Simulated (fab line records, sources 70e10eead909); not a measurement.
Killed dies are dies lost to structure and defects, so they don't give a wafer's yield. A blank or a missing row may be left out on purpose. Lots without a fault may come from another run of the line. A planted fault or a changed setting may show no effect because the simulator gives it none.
Chamber matching | flow nand_harc | NHARC_A_CHANNEL_FILL_D1_ALD_14 on ald_hk-04: 4 sister chambers
The step deposits SiO2, target thk 2.5 nm, pulse time 10 s, ald cycles 25. 20 wafers are shown with their chamber, then 10 later ones without.

WAFERS WITH THEIR CHAMBER
wafer  | chamber | heater_power_w (W) | precursor_pulse_height_rel | susceptor_temp_C (C)
L076.1 | 2       | 416                | 1.001                      | 300.02
L076.4 | 3       | 448                | 0.985                      | 300.19
L076.6 | 2       | 424                | 0.971                      | 300.17
L077.3 | 3       | 444                | 0.993                      | 299.85
L077.5 | 3       | 448                | 1.037                      | 299.80
L077.6 | 2       | 418                | 0.979                      | 300.08
L082.3 | 1       | 484                | 0.976                      | 300.15
L082.4 | 2       | 418                | 1.024                      | 300.01
L082.5 | 0       | 437                | 0.971                      | 299.66
L084.1 | 3       | 451                | 1.026                      | 299.75
L084.2 | 1       | 496                | 1.022                      | 299.99
L084.6 | 1       | 500                | 1.007                      | 300.06
L086.1 | 2       | 422                | 0.990                      | 300.14
L086.2 | 0       | 436                | 1.026                      | 299.93
L086.6 | 1       | 495                | 1.047                      | 300.08
L091.2 | 1       | 496                | 1.023                      | 300.00
L091.3 | 0       | 441                | 0.968                      | 299.97
L091.5 | 1       | 499                | 1.013                      | 299.93
L092.3 | 2       | 417                | 0.985                      | 299.84
L092.5 | 0       | 442                | 0.985                      | 300.14

SIGNATURES (means of the wafers above)
reading                    | chamber 0 | chamber 1 | chamber 2 | chamber 3 | scatter within a chamber
heater_power_w             | 439.00    | 495.00    | 419.17    | 447.75    | 4.06
precursor_pulse_height_rel | 0.98750   | 1.01467   | 0.99167   | 1.01025   | 0.0231
susceptor_temp_C           | 299.9250  | 300.0350  | 300.0433  | 299.8975  | 0.145
Rule: a wafer's distance from a chamber is the root of the sum, over the readings, of the square of ((its reading less the chamber's mean) divided by the reading's scatter). The wafer belongs to the nearest chamber; if the next one is less than 2 further off, it can't be placed. The scatter: the root of (the sum of the squares of (reading less its chamber's mean) over the shown wafers, divided by (wafers less chambers)).

WAFERS WITHOUT THEIR CHAMBER
wafer  | heater_power_w (W) | precursor_pulse_height_rel | susceptor_temp_C (C)
L092.6 | 499                | 0.968                      | 300.04
L097.1 | 488                | 0.992                      | 300.18
L097.5 | 439                | 0.999                      | 300.21
L097.6 | 499                | 1.018                      | 300.24
L095.1 | 480                | 1.005                      | 299.91
L095.3 | 448                | 1.007                      | 300.19
L095.5 | 421                | 0.988                      | 299.61
L096.3 | 498                | 1.017                      | 299.85
L096.5 | 426                | 1.009                      | 299.79
L096.6 | 449                | 1.015                      | 299.98

WHICH CHAMBER EACH WENT THROUGH
wafer  | from the rows above     | in truth
L092.6 | 1                       | 1
L097.1 | 1                       | 1
L097.5 | can't be placed: 0 or 3 | 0
L097.6 | 1                       | 1
L095.1 | 1                       | 1
L095.3 | can't be placed: 3 or 0 | 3
L095.5 | can't be placed: 2 or 0 | 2
L096.3 | 1                       | 1
L096.5 | can't be placed: 2 or 0 | 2
L096.6 | 3                       | 3
Placed correctly: 6 of 10. Can't be placed from these rows: 4 (the true chamber is among the candidates in 4). Placed wrongly: 0.
